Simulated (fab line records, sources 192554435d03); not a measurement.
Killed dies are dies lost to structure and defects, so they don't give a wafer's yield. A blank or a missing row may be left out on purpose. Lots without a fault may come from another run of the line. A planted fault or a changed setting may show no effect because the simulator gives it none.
Split-lot experiment | flow n5_finfet | 7 lots, 39 wafers read, on a route of 1938 steps

THE SPLIT
At N5_BEOL_M0_SAQP_ETCH_106 (etches SOC in N2/H2, stops on SiNx, target depth 150 nm), the setting target_depth_a was moved away from the recipe's 1500 angstrom on 15 of the 39 wafers read, by -34.2% to +47.4%. The other wafers ran this setting at the recipe's value.

The reading is taken at the split's own step.

THE READING
SOC_of_BEOL_M0_SAQP_COAT_105.thk_nm (the simulator's own value, which no gauge read), in nm, at N5_BEOL_M0_SAQP_ETCH_106 (etches SOC in N2/H2, stops on SiNx, target depth 150 nm). The file gives no usual value for it. The 24 wafers here that ran the recipe average 24.1 nm, standard deviation 0.85 nm.

wafer  | tool, chamber at the split | target_depth_a as run, angstrom | against the recipe | SOC_of_BEOL_M0_SAQP_COAT_105.thk_nm, nm | against lot-mates on the recipe
L080.1 | rie_diel-02, 3,2,2         | 2211                            | +47.4%             | 0                                       | -23.3
L080.2 | rie_diel-02, 3,2,2         | 2211                            | +47.4%             | 0                                       | -23.3
L080.5 | rie_diel-02, 3,2,2         | 2211                            | +47.4%             | 0                                       | -23.3
L080.3 | rie_diel-02, 1             | 1500                            | recipe             | 23.2                                    | -
L080.4 | rie_diel-02, 0             | 1500                            | recipe             | 23                                      | -
L080.6 | rie_diel-02, 3             | 1500                            | recipe             | 23.6                                    | -
L082.1 | rie_diel-05, 0             | 1500                            | recipe             | 23.8                                    | -
L082.2 | rie_diel-05, 2,0           | 1500                            | recipe             | 24                                      | -
L082.5 | rie_diel-05, 2,0           | 1500                            | recipe             | 24                                      | -
L082.3 | rie_diel-05, 3,1,3         | 2208                            | +47.2%             | 0                                       | -23.9
L082.4 | rie_diel-05, 3,1,3         | 2208                            | +47.2%             | 0                                       | -23.9
L082.6 | rie_diel-05, 3,1,3         | 2208                            | +47.2%             | 0                                       | -23.9
L084.1 | rie_diel-02, 0,1           | 1500                            | recipe             | 24                                      | -
L084.4 | rie_diel-02, 0,1           | 1500                            | recipe             | 24                                      | -
L084.2 | rie_diel-02, 3             | 1500                            | recipe             | 24.4                                    | -
L084.3 | rie_diel-02, 2,2,3         | 2211                            | +47.4%             | 0                                       | -24.1
L084.5 | rie_diel-02, 2,2,3         | 2211                            | +47.4%             | 0                                       | -24.1
L084.6 | rie_diel-02, 2,2,3         | 2211                            | +47.4%             | 0                                       | -24.1
L086.1 | rie_diel-02, 0             | 1500                            | recipe             | 23                                      | -
L086.5 | rie_diel-02, 2             | 1500                            | recipe             | 22.4                                    | -
L086.6 | rie_diel-02, 3             | 1500                            | recipe             | 24                                      | -
L094.1 | rie_diel-05, 3             | 1500                            | recipe             | 24.2                                    | -
L094.2 | rie_diel-05, 0             | 1500                            | recipe             | 24.4                                    | -
L094.3 | rie_diel-05, 1             | 1500                            | recipe             | 26                                      | -
L094.4 | rie_diel-05, 2             | 1500                            | recipe             | 24.8                                    | -
L094.5 | rie_diel-05, 2             | 1500                            | recipe             | 25                                      | -
L094.6 | rie_diel-05, 3             | 1500                            | recipe             | 23.8                                    | -
L095.1 | rie_diel-03, 1             | 1500                            | recipe             | 23.8                                    | -
L095.2 | rie_diel-03, 2             | 1764                            | +17.6%             | 9.2                                     | -15.4
L095.3 | rie_diel-03, 3             | 1764                            | +17.6%             | 12.2                                    | -12.4
L095.4 | rie_diel-03, 0             | 1500                            | recipe             | 24                                      | -
L095.5 | rie_diel-03, 0             | 1764                            | +17.6%             | 10.8                                    | -13.8
L095.6 | rie_diel-03, 3             | 1500                            | recipe             | 26                                      | -
L096.1 | rie_diel-05, 1             | 986.9                           | -34.2%             | 51                                      | +26.9
L096.2 | rie_diel-05, 2             | 986.9                           | -34.2%             | 49.6                                    | +25.5
L096.3 | rie_diel-05, 3             | 1500                            | recipe             | 23.4                                    | -
L096.4 | rie_diel-05, 2             | 986.9                           | -34.2%             | 50                                      | +25.9
L096.5 | rie_diel-05, 3             | 1500                            | recipe             | 23.6                                    | -
L096.6 | rie_diel-05, 1             | 1500                            | recipe             | 25.2                                    | -
Where a row lists several chambers, the file gives one row for several wafers and doesn't say which wafer went through which chamber.

THE FIT
A straight line over all 39 wafers: SOC_of_BEOL_M0_SAQP_COAT_105.thk_nm changes by -0.568 nm for each +1% of target_depth_a; r = -0.98; the points scatter about the line by 2.5 nm.
The same after taking each lot's own level away (the mean of its wafers on the recipe; 39 wafers): -0.564 nm for each +1%; r = -0.98; scatter 2.6 nm.
On that fit, the largest move of target_depth_a shifts the reading by 27 nm.
The lots' own levels span 23.13 to 24.70 nm, that is 1.8 times the standard deviation above.
So the lot-to-lot level changes the slope little: the two slopes agree.
Check: with one of the wafers moved furthest among these (+47.4%) left out of the fit, the line predicts -26.1 nm for it against its lot-mates. It came out at -23.3 nm against them.

OTHER SPLITS ON THESE WAFERS
These wafers also went through other splits before the reading. Each is held against what the fit with the lots' levels taken away leaves over:
other split on the same wafers         | wafers away from the commonest value | r with SOC_of_BEOL_M0_SAQP_COAT_105.thk_nm (lot level and that fit taken away)
N5_MOL_CONTACT_COAG_ALD_123 ald_cycles | 15                                   | -0.20

THE WHOLE CHAIN: every reading that the file lists as answering this split, in the file's order
step                     | what it does                                            | reading                                                                              | change (the file's fit)                                                          | r (the file's)
N5_BEOL_M0_SAQP_ETCH_106 | etches SOC in N2/H2, stops on SiNx, target depth 150 nm | SOC_of_BEOL_M0_SAQP_COAT_105.thk_nm (the simulator's own value, which no gauge read) | -0.55 nm for each +1% of the setting                                             | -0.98
N5_BEOL_M0_SAQP_ETCH_107 | etches SiNx in CH3F/O2, target depth 30 nm              | SOC_of_BEOL_M0_SAQP_COAT_105.thk_nm (the simulator's own value, which no gauge read) | not straight: 39.47 at the lowest setting, 13.14 at the recipe, 0 at the highest | not given

THE FILE'S OWN FIT
SOC_of_BEOL_M0_SAQP_COAT_105.thk_nm changes by -0.55 nm for each +1% of target_depth_a, r = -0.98.
